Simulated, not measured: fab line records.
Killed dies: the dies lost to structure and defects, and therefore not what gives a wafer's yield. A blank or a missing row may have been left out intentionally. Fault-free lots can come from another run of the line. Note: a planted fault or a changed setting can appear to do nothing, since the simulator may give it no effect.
Code-filled problem report in 8D (eight disciplines) form :: flow nand-harc :: the parts of the form that need people (team, actions taken, sign-off) are left out

## 1. THE PROBLEM
Wafers without a fault read 188.46 W, standard deviation 0.14; heater-power-total-W at NHARC_A_M0_SOFTBAKE_04 reads a mean of 210.21 W on 6 wafers belonging to 2 lots. That is +99 or more standard deviations from the usual mean.
The step: time 55 s.
Seen first at day 24 22:00 on litho-track-01, wafer L833.3. At this step, 36 wafers from 12 lots have a number in the record. Rule for "out", or "out of limits": more than 4 standard deviations from the usual mean. The rest of the wafers with a number are treated as sound.

## 2. WHAT IT IS, AND WHAT IT ISN'T
question: which readings at this step
is: heater-power-total-W
is not: -

question: which lots
is: L833, L835
is not: L834, L840, L841, L843, L844, L845, L846, L847, L849, L850

question: which wafers of those lots
is: all that have a number
is not: -

question: read on which tools
is: litho-track-01
is not: litho-track-04, litho-track-06

question: when
is: from day 24 22:00
is not: up to then (0 sound wafers); but 30 sound wafers of L834, L840, L841, L843, L844, L845, L846, L847, L849, L850 came after

## 3. THE SUSPECTS, EACH WITH WHAT RULES IT OUT
Counting: a tool stays on the suspect list if, at a process step up to the reading, it processed all lots that are out and no sound lot following the first of them.
- rie-diel-04 at NHARC_A_BLC_ETCH_16 (etches the open film in CF4, target depth 39 nm, time 65 s): ruled out as a lasting fault. After its first lot that is out, L833 (day 24 18:59), sound lots L834, L844, L841, L849, L850 ran on it.
- litho-track-01 at NHARC_A_M0_SOFTBAKE_04 (time 55 s): ruled out as a lasting fault. After its first lot that is out, L833 (day 24 22:00), sound lots L841, L846, L845, L847, L850 ran on it.
Left after counting: nothing in the record.

## 4. THE CAUSE (what the simulator had put in)
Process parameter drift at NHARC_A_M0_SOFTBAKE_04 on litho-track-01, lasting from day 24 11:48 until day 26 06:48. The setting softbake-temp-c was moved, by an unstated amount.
Counting ruled it out, wrongly.

## 5. THE CHAIN OF EFFECTS, in route order
One row per reading whose mean, taken over the struck wafers that have a number, lies over 3 standard deviations from the usual. Only readings whose record carries a usual standard deviation are examined. hours: median over the lots of the time between each lot's start at the first step of this table that gives one and its start at this step. sigmas: the change, counted in usual standard deviations.
hours: 0
step: NHARC_A_M0_SOFTBAKE_04
reading: heater-power-total-W
usual: 188.46 W
on struck wafers: 210.21
change: +21.75
sigmas: +99 or more
Here are the process steps it includes:
- NHARC_A_M0_SOFTBAKE_04: time 55 s.
Later steps that measure or inspect, where all struck wafers having a row at the step show a number for every such reading and not one has moved that far: NHARC_END_SORT_01.

## 6. WHAT WOULD HAVE CAUGHT IT SOONER
First out-of-limits reading in this record: day 24 22:00, which is 10 hours after fault onset at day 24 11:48.
